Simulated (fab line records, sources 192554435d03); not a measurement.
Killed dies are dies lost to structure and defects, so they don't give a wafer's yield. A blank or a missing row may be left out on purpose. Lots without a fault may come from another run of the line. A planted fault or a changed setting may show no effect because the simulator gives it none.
Split-lot experiment | flow n5_finfet | 7 lots, 21 wafers read, on a route of 1938 steps

THE SPLIT
At N5_FIN_CUT_EXPOSE_05 (exposes mask FIN CUT), the setting dose_mj was moved away from the recipe's 45.75 on 9 of the 21 wafers read, by -5.5% to +7.0%. The other wafers ran this setting at the recipe's value.

FROM THE SPLIT TO THE READING: what the file shows between them, 2 steps
- N5_FIN_CUT_PEB_06: peb time 60 s
- N5_FIN_CUT_DEVELOP_07: develop time 30 s

THE READING
cd_nm, in nm, at N5_FIN_CUT_CD_MEAS_08 (target cd 29.1 nm). Fault-free wafers of this fab line usually give 29.11 nm, standard deviation 0.23 nm.

wafer  | tool, chamber at the split | dose_mj as run | against the recipe | cd_nm, nm | against lot-mates on the recipe
L074.3 | euv_scanner-01, 0          | 47.63          | +4.1%              | 29.81     | +0.54
L074.4 | euv_scanner-01, 0          | 45.75          | recipe             | 29.32     | -
L074.5 | euv_scanner-01, 0          | 45.75          | recipe             | 29.22     | -
L076.1 | euv_scanner-02, 0          | 43.22          | -5.5%              | 28.09     | -1.10
L076.4 | euv_scanner-02, 0          | 45.75          | recipe             | 29.19     | -
L076.6 | euv_scanner-02, 0          | 43.22          | -5.5%              | 28.01     | -1.18
L080.2 | euv_scanner-01, 0          | 45.75          | recipe             | 29.34     | -
L080.5 | euv_scanner-01, 0          | 47.92          | +4.7%              | 30.21     | +0.87
L080.6 | euv_scanner-01, 0          | 47.92          | +4.7%              | 30.64     | +1.30
L081.3 | euv_scanner-01, 0          | 45.75          | recipe             | 28.90     | -
L081.4 | euv_scanner-01, 0          | 45.75          | recipe             | 29.30     | -
L081.6 | euv_scanner-01, 0          | 44.58          | -2.6%              | 28.47     | -0.63
L088.1 | euv_scanner-02, 0          | 45.75          | recipe             | 29.24     | -
L088.2 | euv_scanner-02, 0          | 45.75          | recipe             | 29.06     | -
L088.5 | euv_scanner-02, 0          | 45.75          | recipe             | 29.11     | -
L090.1 | euv_scanner-02, 0          | 45.75          | recipe             | 29.15     | -
L090.4 | euv_scanner-02, 0          | 45.75          | recipe             | 29.18     | -
L090.6 | euv_scanner-02, 0          | 48.81          | +6.7%              | 30.36     | +1.20
L097.1 | euv_scanner-02, 0          | 48.93          | +7.0%              | 30.46     | +1.54
L097.2 | euv_scanner-02, 0          | 48.93          | +7.0%              | 29.81     | +0.89
L097.5 | euv_scanner-02, 0          | 45.75          | recipe             | 28.92     | -

THE FIT
A straight line over all 21 wafers: cd_nm changes by +0.187 nm for each +1% of dose_mj; r = +0.94; the points scatter about the line by 0.24 nm.
The same after taking each lot's own level away (the mean of its wafers on the recipe; 21 wafers): +0.192 nm for each +1%; r = +0.97; scatter 0.18 nm.
On that fit, the largest move of dose_mj shifts the reading by 1.3 nm.
The lots' own levels span 28.920 to 29.340 nm, that is 1.8 times the standard deviation above.
So the lot-to-lot level changes the slope little: the two slopes agree.
Check: with one of the wafers moved furthest among these (+7.0%) left out of the fit, the line predicts +1.26 nm for it against its lot-mates. It came out at +1.54 nm against them.

OTHER SPLITS ON THESE WAFERS
These wafers also went through other splits before the reading. Each is held against what the fit with the lots' levels taken away leaves over:
other split on the same wafers        | wafers away from the commonest value | r with cd_nm (lot level and that fit taken away)
N5_ZERO_LAYER_EXPOSE_08 dose_mj       | 5                                    | +0.10
N5_ZERO_LAYER_PEB_09 peb_time_s       | as run: not given for these wafers   | -
N5_WELL_APT_EXPOSE_05 dose_mj         | 9                                    | -0.37
N5_WELL_APT_DEVELOP_07 develop_time_s | 4                                    | +0.05

THE WHOLE CHAIN: every reading that the file lists as answering this split, in the file's order
step                  | what it does                                                             | reading                                                               | change (the file's fit)               | r (the file's)
N5_FIN_CUT_CD_MEAS_08 | target cd 29.1 nm                                                        | cd_nm                                                                 | +0.187 nm for each +1% of the setting | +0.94
N5_FIN_CUT_ETCH_30    | etches underlayer in N2/H2, target depth 13 nm, time 10.4 s              | FIN_CUT.cd_offset_nm (the simulator's own value, which no gauge read) | +0.194 nm for each +1% of the setting | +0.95
N5_FIN_CUT_ETCH_20    | etches SiARC in CF4, target depth 26 nm, time 43.3 s                     | FIN_CUT.cd_offset_nm (the simulator's own value, which no gauge read) | +0.2 nm for each +1% of the setting   | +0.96
N5_FIN_CUT_ETCH_21    | etches SOC in N2/H2, target depth 219 nm, overetch 43.8 nm, time 523.5 s | FIN_CUT.cd_offset_nm (the simulator's own value, which no gauge read) | +0.184 nm for each +1% of the setting | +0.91

THE FILE'S OWN FIT
cd_nm changes by +0.187 nm for each +1% of dose_mj, r = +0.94.
